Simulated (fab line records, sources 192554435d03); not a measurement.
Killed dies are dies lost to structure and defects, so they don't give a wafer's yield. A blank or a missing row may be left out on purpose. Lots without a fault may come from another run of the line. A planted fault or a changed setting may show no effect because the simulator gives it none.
fab line records | flow n5_finfet
record lots=5 wafers=14 last_day=19
route steps=1938 shown STI_FIN_REVEAL@206 DUMMY_GATE@212 BEOL_M4@1111 PASSIVATION@1936
lots that met no fault: from a run of the same line without faults
start_h: hours from the record's first day to the start of the lot's first wafer shown | wait_h: hours since the lot's step before | " the same as in the row above | L1.1+2: a row that stands for several wafers | - no value, or no start given | * or withheld: withheld | < > ~ a bound
route shown NAME@n: a module of which the file shows steps, and the number in the route of the first | usual: mean/standard deviation of fault-free wafers | same: alike in all rows | chamber/n: place in a boat | sites: the reading at each site | _std_site: their standard deviation | _edge_site: outer sites' mean less inner sites' | radius_mm: how far each site lies from the wafer's centre | mask NAME#n: copy n | behind: the tool/chamber that last shaped the wafer | hold: why the lot was held/for how many hours/how that ended | device: the transistor (n, p or np) that didn't switch | end of line: the same wafers' tests at the end of the route | a step without rows: its recipe alone | killed: dies lost to structure and defects at the first sort, not the wafer's yield | map: a wafer's dies, x killed, . not, _ none there
set.NAME: the setting as run; set.NAME@STEP: as run at that earlier step | model.NAME: the simulator's own value behind a step, which no gauge read
lots at some steps of the route; a table a step, a row a wafer
services: from which hour (start_h, from the record's first day; less than 0 if before it) a tool's chamber was out of use, for how many hours, and why
## steps
# step N5_STI_FIN_REVEAL_SRD_23
# recipe dry=ipa_marangoni time_s=30 temp_c=23 rinse_liquid=diw
# step N5_STI_FIN_REVEAL_CD_MEAS_22
# recipe target_cd_nm=6.238 pitch_nm=28 polarity=line
# usual cd_nm=6.21/0.23
# columns lot.wafer tool chamber start_h wait_h cd_nm
L187.2 cd_sem-03 - 55.54 0.0 6.21
L187.3 " - " " 6.10
L187.6 " - " " 6.24
L189.2 cd_sem-02 - 67.17 0.0 6.30
L189.3 " - " " 6.07
L189.6 " - " " 6.40
L198.3 cd_sem-03 - 127.92 0.0 6.24
L198.5 " - " " 6.40
L202.1 cd_sem-03 - 147.71 0.0 6.46
L202.3 " - " " 6.35
L202.5 " - " " 5.82
L205.1 cd_sem-03 - 163.74 0.0 6.31
L205.2 " - " " 6.63
L205.5 " - " " 6.42
# step N5_STI_FIN_REVEAL_FIN_H_MEAS_10
# usual trench_depth_nm=51.8/0.64
# columns lot.wafer tool chamber start_h wait_h trench_depth_nm
L187.2 ocd-01 - 55.57 0.0 51.7
L187.3 " - " " 52.6
L187.6 " - " " 52.0
L189.2 ocd-02 - 67.20 0.0 51.9
L189.3 " - " " 51.6
L189.6 " - " " 51.7
L198.3 ocd-02 - 127.95 0.0 50.6
L198.5 " - " " 51.9
L202.1 ocd-02 - 147.74 0.0 52.1
L202.3 " - " " 52.1
L202.5 " - " " 52.9
L205.1 ocd-01 - 163.77 0.0 50.5
L205.2 " - " " 49.9
L205.5 " - " " 52.2
# step N5_STI_FIN_REVEAL_PRECLEAN_18
# recipe chemistry=SC2 time_s=45 temp_c=35 mix=1:1:50
# step N5_STI_FIN_REVEAL_SRD_28
# recipe dry=ipa_marangoni time_s=30 temp_c=23 rinse_liquid=diw
# step N5_STI_FIN_REVEAL_INSPECT_13
# recipe inspect_instrument=darkfield mode=post_clean
# usual raw_defect_count=14/5.5
# columns lot.wafer tool chamber start_h wait_h raw_defect_count
L187.2 defect_inspect-02 - 55.66 0.0 19
L187.3 " - " " 12
L187.6 " - " " 10
L189.2 defect_inspect-01 - 67.29 0.0 14
L189.3 " - " " 13
L189.6 " - " " 10
L198.3 defect_inspect-01 - 128.03 0.0 9
L198.5 " - " " 12
L202.1 defect_inspect-02 - 147.83 0.0 19
L202.3 " - " " 20
L202.5 " - " " 30
L205.1 defect_inspect-02 - 163.86 0.0 5
L205.2 " - " " 13
L205.5 " - " " 9
# step N5_DUMMY_GATE_PRECLEAN_00
# recipe chemistry=O3/DIW time_s=60 temp_c=22 o3_ppm=10
# step N5_DUMMY_GATE_SRD_01
# recipe time_s=30 temp_c=23 rinse_liquid=diw dry=ipa_marangoni
# step N5_DUMMY_GATE_ALD_02
# recipe material=SiO2 target_thk_a=20 temp_c=300 ald_precursor_family=BDEAS ald_co_reactant=O2-plasma pulse_time_s=1 pressure_torr=2
# usual heater_power_w=475/46 precursor_pulse_height_rel=1.000/0.022 susceptor_temp_C=300.00/0.2
# columns lot.wafer tool chamber start_h wait_h heater_power_w precursor_pulse_height_rel susceptor_temp_C
L187.2 ald_sin-04 1 55.75 0.0 442 0.932 300.15
L187.3 " 0 " " 508 0.985 299.88
L187.6 " 1 " " 439 0.978 299.85
L189.2 ald_sin-02 0 67.38 0.0 530 1.001 300.27
L189.3 " 2 " " 442 0.979 300.00
L189.6 " 2 " " 445 1.010 299.72
L198.3 ald_sin-04 0 128.13 0.0 499 0.988 300.08
L198.5 " 3 " " 470 0.997 300.18
L202.1 ald_sin-01 2 147.93 0.0 511 0.974 299.78
L202.3 " 3 " " 423 0.984 300.23
L202.5 " 2 " " 500 1.032 299.93
L205.1 ald_sin-01 1 163.96 0.0 456 1.022 300.08
L205.2 " 3 " " 413 0.986 300.43
L205.5 " 0 " " 568 1.018 299.86
# step N5_DUMMY_GATE_CVD_03
# recipe material=a-Si target_thk_a=1500 temp_c=530 precursor=SiH4 time_s=8042
# step N5_DUMMY_GATE_PRECLEAN_46
# recipe chemistry=DIW time_s=89.5 temp_c=23
# step N5_DUMMY_GATE_SRD_47
# recipe dry_time_s=32 dry=n2_spin spin_rpm=1500
# step N5_DUMMY_GATE_CMP_04
# recipe material=a-Si post_cmp_clean=alkaline_brush
# usual motor_current_A=10.0/0.71 slurry_flow_ml_min=150.1/0.45 time_to_endpoint_s=13.1/2.1
# columns lot.wafer tool chamber start_h wait_h motor_current_A slurry_flow_ml_min time_to_endpoint_s
L187.3 cmp-02 1 59.66 0.1 9.2 149.3 9.0
L187.2 " 2 " " 10.0 150.0 11.8
L187.6 " 0 " " 9.5 150.3 14.5
L189.2 cmp-02 2 71.27 0.1 10.0 150.0 12.2
L189.3 " 0 " " 9.8 150.2 11.8
L189.6 " 2 " " 10.1 149.8 10.7
L198.3 cmp-02 0 132.22 0.3 9.9 149.8 14.3
L198.5 " 1 " " 9.1 150.0 2.7
L202.1 cmp-01 0 151.92 0.2 10.9 150.2 15.1
L202.3 " 1 " " 10.1 150.1 14.4
L202.5 " 3 " " 9.6 149.5 14.1
L205.1 cmp-01 0 168.64 0.0 10.8 149.8 14.5
L205.2 " 1 " " 10.2 149.7 12.9
L205.5 " 1 " " 10.0 150.2 13.3
# step N5_DUMMY_GATE_THK_MEAS_05
# usual thk_nm=71.8/1
# columns lot.wafer tool chamber start_h wait_h thk_nm
L187.2 film_metro-01 - 59.84 0.1 71.8
L187.3 " - " " 71.1
L187.6 " - " " 71.2
L189.2 film_metro-01 - 71.48 0.2 72.9
L189.3 " - " " 71.4
L189.6 " - " " 72.4
L198.3 film_metro-02 - 132.47 0.2 71.7
L198.5 " - " " 70.6
L202.1 film_metro-01 - 152.13 0.2 73.8
L202.3 " - " " 73.6
L202.5 " - " " 73.2
L205.1 film_metro-01 - 168.88 0.2 71.3
L205.2 " - " " 72.5
L205.5 " - " " 71.7
# step N5_BEOL_M4_RC_MEAS_101
# usual DIBL_N=35.9/1.2 DIBL_P=35.9/1.4 IOFF_N=0.149/0.02 IOFF_P=0.205/0.022 ION_N=671/8.8 ION_P=461/5.9 SS_N=71.4/0.51 SS_P=73.2/0.56 VT_N=250.6/2.5 VT_P=-250.1/2.3
# columns lot.wafer tool chamber start_h wait_h DIBL_N[mV/V] DIBL_P[mV/V] IOFF_N[nA/um] IOFF_P[nA/um] ION_N[uA/um] ION_P[uA/um] SS_N[mV/dec] SS_P[mV/dec] VT_N[mV] VT_P[mV]
L187.2 prober-02 0 241.70 0.2 34.2 34.4 0.139 0.191 669 458 70.8 72.4 247.5 -248.9
L187.3 " 0 " " 34.6 35.0 0.141 0.196 670 460 71.0 73.1 251.6 -250.9
L187.6 " 0 " " 35.1 35.8 0.161 0.212 677 462 71.4 73.1 250.3 -247.4
L189.2 prober-02 0 246.44 0.2 37.1 37.0 0.157 0.227 676 465 71.5 73.3 249.2 -246.5
L189.3 " 0 " " 36.7 36.7 0.151 0.215 661 458 71.2 73.2 250.5 -248.7
L189.6 " 0 " " 36.3 36.4 0.144 0.215 672 464 70.6 72.5 252.4 -246.3
L198.3 prober-02 0 290.02 0.3 33.3 35.0 0.136 0.206 667 458 71.2 72.8 251.2 -248.4
L198.5 " 0 " " 34.2 35.8 0.150 0.226 678 467 71.9 72.9 248.1 -248.5
L202.1 prober-02 0 322.35 0.0 37.1 36.8 0.147 0.197 671 460 71.9 73.4 252.4 -251.4
L202.3 " 0 " " 36.9 36.5 0.146 0.199 669 455 72.0 73.2 252.0 -251.3
L202.5 " 0 " " 35.5 35.2 0.125 0.177 668 456 70.9 72.8 255.0 -251.4
L205.1 prober-02 0 339.80 0.0 35.9 36.2 0.144 0.202 662 455 71.2 73.5 249.8 -251.7
L205.2 " 0 " " 37.9 38.2 0.180 0.243 675 462 71.9 73.9 247.1 -248.7
L205.5 " 0 " " 36.8 37.1 0.156 0.225 685 473 71.1 73.7 249.2 -247.3
# step N5_PASSIVATION_PROBE_49
# usual defect_limited_yield=91.1/1.4 killed_at_M0_to_M3=34/10 killed_at_M4_up=14/5.5 killed_at_contacts=12/5.1 killed_at_front_end=41/12 killed_at_other=4/3.1 killed_dies=105/17 killed_open=70/13 killed_short=33/7.6 sort_bin_5_function=5.3/0.98 sort_bin_6_memory=3.3/0.67 sort_n_pass=1075/17 sort_yield_pct=91.1/1.4
# same gross_dies=1180 killed_at_back_side=0 sort_bin_4_leakage[%]=0 sort_bin_8_speed[%]=0
# columns lot.wafer tool chamber start_h wait_h defect_limited_yield[%] killed_at_M0_to_M3 killed_at_M4_up killed_at_contacts killed_at_front_end killed_at_other killed_dies killed_open killed_short sort_bin_5_function[%] sort_bin_6_memory[%] sort_n_pass sort_yield_pct[%]
L198.3 prober-01 - 400.78 0.1 89.3 28 18 25 54 1 126 88 36 6.5 3.6 1054 89.3
# killed by level:class
L198.3 MOL_CONTACT_COAG:geometric_particle:open=21 FIN_SAQP:geometric_particle:open=19 BEOL_M4:geometric_particle:open=9 FIN_SAQP:geometric_particle:short=6 STI_FIN_REVEAL:geometric_particle:open=6 GATE_CUT:geometric_particle:short=5 BEOL_M1:geometric_particle:open=5 STARTING-WAFER:geometric_particle:short=5
## services
# columns tool chamber start_h hours kind
cmp-01 - 40.40 8.4 pm
ald_sin-04 - 64.18 1.5 repair
ald_sin-01 2 77.32 17.9 repair
cmp-01 - 92.45 1.4 repair
cmp-02 - 115.37 5.6 pm
cmp-02 - 121.00 1.9 repair
ald_sin-04 - 136.70 1.3 repair
ald_sin-02 3 140.63 5.9 repair
cmp-01 - 143.24 4.0 pm
cmp-01 - 147.24 - consumable_replace:conditioner
cmp-01 - 147.24 - consumable_replace:pad
ald_sin-01 2 156.01 1.6 repair
cmp-01 - 159.33 3.0 repair
## key
first_sign step=N5_DUMMY_GATE_CMP_04 reading=time_to_endpoint_s direction=down sigmas=4.9 usual=* struck=*
effect none on later readings
met_at N5_DUMMY_GATE_CMP_04
struck_wafers L198.5
onset_between 71.27 132.22
fault kind=process_parameter_drift tool=cmp-02 chamber=- onset_h=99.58 steps=N5_DUMMY_GATE_CMP_04 channel=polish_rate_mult offset=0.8 shape=step end_h=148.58 scope=struck_wafers_only
